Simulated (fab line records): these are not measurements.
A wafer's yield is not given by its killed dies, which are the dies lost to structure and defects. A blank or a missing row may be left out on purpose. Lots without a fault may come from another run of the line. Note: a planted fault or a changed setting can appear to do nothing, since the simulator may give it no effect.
Matching of chambers / flow n5_finfet / 3 sister chambers for N5_BEOL_M10_PECVD_70 on pecvd-01
The step deposits SiO2 from TEOS/O2, target thk 20 nm, time 22.7 s. 3 wafers are shown with their chamber, then 12 later ones without.

== EACH WAFER AND ITS CHAMBER ==
wafer=L090.5; chamber=2; throttle_valve_pct (%)=20.3
wafer=L087.3; chamber=0; throttle_valve_pct (%)=23.6
wafer=L087.5; chamber=1; throttle_valve_pct (%)=21.8

== WAFERS MISSING THEIR CHAMBER ==
wafer=L094.1; throttle_valve_pct (%)=23.9
wafer=L094.4; throttle_valve_pct (%)=20.2
wafer=L094.5; throttle_valve_pct (%)=21.8
wafer=L093.3; throttle_valve_pct (%)=21.9
wafer=L093.5; throttle_valve_pct (%)=20.4
wafer=L093.6; throttle_valve_pct (%)=23.9
wafer=L095.2; throttle_valve_pct (%)=20.4
wafer=L095.4; throttle_valve_pct (%)=20.2
wafer=L095.6; throttle_valve_pct (%)=19.9
wafer=L097.2; throttle_valve_pct (%)=21.6
wafer=L097.4; throttle_valve_pct (%)=23.7
wafer=L097.5; throttle_valve_pct (%)=21.9

== CHAMBER TAKEN BY EACH ==
wafer=L094.1; from the rows above=0; in truth=0
wafer=L094.4; from the rows above=2; in truth=2
wafer=L094.5; from the rows above=1; in truth=1
wafer=L093.3; from the rows above=1; in truth=1
wafer=L093.5; from the rows above=2; in truth=2
wafer=L093.6; from the rows above=0; in truth=0
wafer=L095.2; from the rows above=2; in truth=2
wafer=L095.4; from the rows above=2; in truth=2
wafer=L095.6; from the rows above=2; in truth=2
wafer=L097.2; from the rows above=1; in truth=1
wafer=L097.4; from the rows above=0; in truth=0
wafer=L097.5; from the rows above=1; in truth=1
12 of 12 placed correctly. Left unplaced by these rows: 0. 0 placed wrongly.
How it was worked out, from the rows above alone: a wafer's distance from a chamber is the root of the sum, over the readings, of the square of ((its reading less the chamber's mean) divided by the reading's scatter). If the next closest chamber is less than 2 further off than the closest, the wafer can't be placed; otherwise it belongs to the closest. For every chamber, the mean is computed from those of its wafers that are shown. The scatter: root of mean squared gap, hidden wafer to nearest shown wafer, with one shown wafer a chamber.
